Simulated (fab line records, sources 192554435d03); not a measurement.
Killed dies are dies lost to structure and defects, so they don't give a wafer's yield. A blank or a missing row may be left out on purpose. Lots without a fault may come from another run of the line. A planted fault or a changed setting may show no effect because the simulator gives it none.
Problem report in the 8D (eight disciplines) form, filled by code | flow n5_finfet | the parts of the form that need people (team, actions taken, sign-off) are left out

1. THE PROBLEM
rf_fwd_power_W at N5_HKMG_FIN_ETCH_54 reads a mean of 861.6 W on 3 wafers of 2 lots; wafers without a fault read 537.9 W with a standard deviation of 2.3. That is +99 or more standard deviations from the usual mean.
The step: etches SiARC in CF4, target depth 45.5 nm, time 75.8 s.
First seen on wafer L764.3, day 7 18:13, on rie_diel-01. The record holds 24 wafers of 8 lots with a number at this step. Rule for "out", or "out of limits": more than 4 standard deviations from the usual mean. The other wafers with a number count as sound.

2. WHAT IT IS AND WHAT IT IS NOT
question                    | is                                          | is not
which readings at this step | rf_fwd_power_W, etch_rf_on_time_s, rf_vpp_V | cf4_flow_sccm, drypump_motor_current_A, showerhead_plenum_p_Torr, throttle_valve_pct
which lots                  | L764, L766                                  | L753, L754, L756, L770, L772, L773
which wafers of those lots  | L764.3, L764.5, L766.6                      | L764.2, L766.1, L766.5
read on which tools         | rie_diel-01                                 | rie_diel-03, rie_diel-05
when                        | from day 7 18:13                            | up to then (10 sound wafers); but 11 sound wafers of L766, L770, L772, L773 came after

3. SUSPECTS, AND WHAT RULES EACH OUT
Counting: a tool at a process step up to the reading stays a suspect if it ran every lot that is out. Sound lots after the first of them don't rule it out here, since some wafers of a struck lot are sound.
- rtp_anneal-01 at N5_HKMG_FIN_HK_ANNEAL_02 (time 30 s): kept. It ran every lot that is out, first L764 (day 7 16:56); its last sound lot up to then is L756 (day 5 13:04).
- rie_diel-01 at N5_HKMG_FIN_ETCH_54 (etches SiARC in CF4, target depth 45.5 nm, time 75.8 s): kept. It ran every lot that is out, first L764 (day 7 18:13); its last sound lot up to then is L756 (day 5 14:23). Its own readings are out on those wafers: etch_rf_on_time_s, rf_fwd_power_W, rf_vpp_V.
- Within rie_diel-01 at N5_HKMG_FIN_ETCH_54: the wafers that are out ran in chamber 0; their sound lot-mates ran in chambers 1, 2.
Left after counting: rtp_anneal-01 at N5_HKMG_FIN_HK_ANNEAL_02, rie_diel-01 at N5_HKMG_FIN_ETCH_54.

4. THE CAUSE (what the simulator had put in)
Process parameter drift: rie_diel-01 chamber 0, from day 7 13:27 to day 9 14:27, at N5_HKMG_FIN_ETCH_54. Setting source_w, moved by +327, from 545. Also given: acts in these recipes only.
Counting left 2 suspects, and this tool is among them.

5. THE CHAIN OF EFFECTS, in route order
Each row: a reading whose mean over the struck wafers that have a number lies more than 3 standard deviations from the usual. Only readings for which the record gives a usual standard deviation are gone through. hours: the time from each lot's start at the first step in this table that gives one to its start at this step, as a median over the lots. sigmas: the change in usual standard deviations.
hours | step                | reading           | usual   | on struck wafers | change | sigmas
0     | N5_HKMG_FIN_ETCH_54 | etch_rf_on_time_s | 74.2 s  | 47.7             | -26.5  | -12
0     | N5_HKMG_FIN_ETCH_54 | rf_fwd_power_W    | 537.9 W | 861.6            | +323.7 | +99 or more
0     | N5_HKMG_FIN_ETCH_54 | rf_vpp_V          | 184.2 V | 157.0            | -27.2  | -25
The process steps in it:
- N5_HKMG_FIN_ETCH_54: etches SiARC in CF4, target depth 45.5 nm, time 75.8 s.
Later measuring or inspecting steps at which every struck wafer that the step has a row for has a number for every such reading, and none has moved that far: N5_BEOL_M4_RC_MEAS_101.

6. WHAT WOULD HAVE CAUGHT IT SOONER
In this record the first reading out of limits was taken at day 7 18:13, 5 hours after the fault began at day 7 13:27.
